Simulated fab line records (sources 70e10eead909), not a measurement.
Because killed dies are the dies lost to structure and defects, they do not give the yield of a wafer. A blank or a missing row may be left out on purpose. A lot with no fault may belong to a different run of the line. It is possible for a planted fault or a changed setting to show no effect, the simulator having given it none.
Matching of chambers    flow nand_harc    3 sister chambers for NHARC_A_STAIRCASE_DEP_151 on pecvd-01
The step deposits SiO2, target thk 3800 nm. 6 wafers are shown with their chamber, then 12 later ones without.

## EACH WAFER AND ITS CHAMBER
wafer   chamber  heater_power_w (W)
L087.1  2        499
L089.4  1        678
L089.5  2        436
L092.2  0        819
L092.3  1        681
L092.6  0        777

## WAFERS WHOSE CHAMBER IS MISSING
wafer   heater_power_w (W)
L093.2  807
L093.3  518
L093.4  671
L094.1  551
L094.2  898
L094.3  735
L094.4  768
L094.5  430
L094.6  693
L097.3  798
L097.4  766
L097.6  694

## THE CHAMBER EACH PASSED THROUGH
wafer    from the rows above       in truth
L093.2   0                         0
L093.3   2                         2
L093.4   1                         1
L094.1   can't be placed: 2 or 1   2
L094.2   0                         0
L094.3   can't be placed: 1 or 0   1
L094.4   can't be placed: 0 or 1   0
L094.5   2                         2
L094.6   1                         1
L097.3   0                         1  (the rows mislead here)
L097.4   can't be placed: 0 or 1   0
L097.6   1                         1
Placed correctly: 7 of 12. Not placeable from these rows: 4 (in 4, the candidates include the true chamber). 1 placed wrongly.
How it was worked out, from the rows above alone: a wafer's distance from a chamber is the root of the sum, over the readings, of the square of ((its reading less the chamber's mean) divided by the reading's scatter). The wafer belongs to the nearest chamber; if the next one is less than 2 further off, it can't be placed. A chamber's mean is the mean of its shown wafers. The scatter: the root of (the sum of the squares of (reading less its chamber's mean) over the shown wafers, divided by (wafers less chambers)).
